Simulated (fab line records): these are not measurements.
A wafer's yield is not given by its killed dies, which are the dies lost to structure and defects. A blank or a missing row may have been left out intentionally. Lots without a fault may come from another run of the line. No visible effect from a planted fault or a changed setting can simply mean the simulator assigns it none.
2 desks looking at one fault -- flow n5-finfet -- each desk holds nothing but its own numbers, with what lay behind them at the end

DESK OF THE TOOL OWNER: implanter-01
N5_WELL_APT_IMPLANT_32, tool's own readings: per-lot mean of the sampled wafers with a number, covering each lot this tool ran. The brackets show how far a lot's mean lies from the usual mean; more than 4 standard deviations puts the lot out of limits, marked OUT.
Columns: A = dose-ions-cm2 at N5_WELL_APT_IMPLANT_32, usual 2e+13; B = faraday-current-uA at N5_WELL_APT_IMPLANT_32, usual 255
lot,first seen here,A,B
L719,day 4 03:18,4e+12 (-99 or more) OUT,49 (-40) OUT
L721,day 4 15:20,4e+12 (-99 or more) OUT,50 (-40) OUT
L732,day 7 09:13,2e+13,254
This desk finds L719, L721 out of limits, L719 being first, at day 4 03:18 (dose-ions-cm2 at N5_WELL_APT_IMPLANT_32). L732: within limits.

METROLOGY DESK
What the gauges read, lot by lot, whatever tool the lot ran on: means of the sampled wafers that have a number. The brackets show how far a lot's mean lies from the usual mean; more than 4 standard deviations puts the lot out of limits, marked OUT. Of its 14 readings 7 are shown: the one that was out of limits first, and those that lie furthest out on some lot.
Columns: A = CJ_N at N5_BEOL_M4_RC_MEAS_101, usual 4.32; B = DIBL_N at N5_BEOL_M4_RC_MEAS_101, usual 36.0 mV/V; C = IOFF_N at N5_BEOL_M4_RC_MEAS_101, usual 0.16 nA/um; D = IOFF_N_85C at N5_BEOL_M4_RC_MEAS_101, usual 3.1 nA/um; E = IOFF_N_LONG at N5_BEOL_M4_RC_MEAS_101, usual 5.49e-05 nA/um; F = RS_PWELL at N5_BEOL_M4_RC_MEAS_101, usual 3005 ohm/sq; G = SS_N at N5_BEOL_M4_RC_MEAS_101, usual 71.4 mV/dec
lot,first seen here,A,B,C,D,E,F,G
L719,day 12 00:25,1.91 (-24) OUT,43.4,0.46 (+8.7) OUT,7.5 (+7.8) OUT,4.94e-05,3160 (+6.4) OUT,78.8 (+11) OUT
L721,day 12 07:17,1.95 (-24) OUT,50.9 (+6.8) OUT,1.03 (+25) OUT,14.8 (+21) OUT,4.95e-05,3152 (+6.1) OUT,86.2 (+21) OUT
L729,day 14 03:54,4.35,36.3,0.16,3.0,5.62e-05,2976,71.2
L732,day 15 05:15,4.28,38.6,0.20,3.7,5.60e-05,3020,71.8
This desk reports L719, L721 out of limits; the earliest was L719 at day 12 00:25 (CJ_N at N5_BEOL_M4_RC_MEAS_101). L729, L732: within limits.

BROUGHT TOGETHER
An alarm could have come from the tool owner's desk at day 4 03:18, on L719, L721.
An alarm was possible from the metrology desk at day 12 00:25, on L719, L721.
The lots listed all ran N5_WELL_APT_IMPLANT_32 on implanter-01.

WHAT THE SIMULATOR PUT IN
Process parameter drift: implanter-01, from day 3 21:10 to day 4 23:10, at N5_WELL_APT_IMPLANT_32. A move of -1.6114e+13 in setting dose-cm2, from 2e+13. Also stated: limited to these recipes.
Lots struck among those shown: L719, L721.
Fault start to first reading out of limits, in hours, per desk: tool owner, 6; metrology, 195.
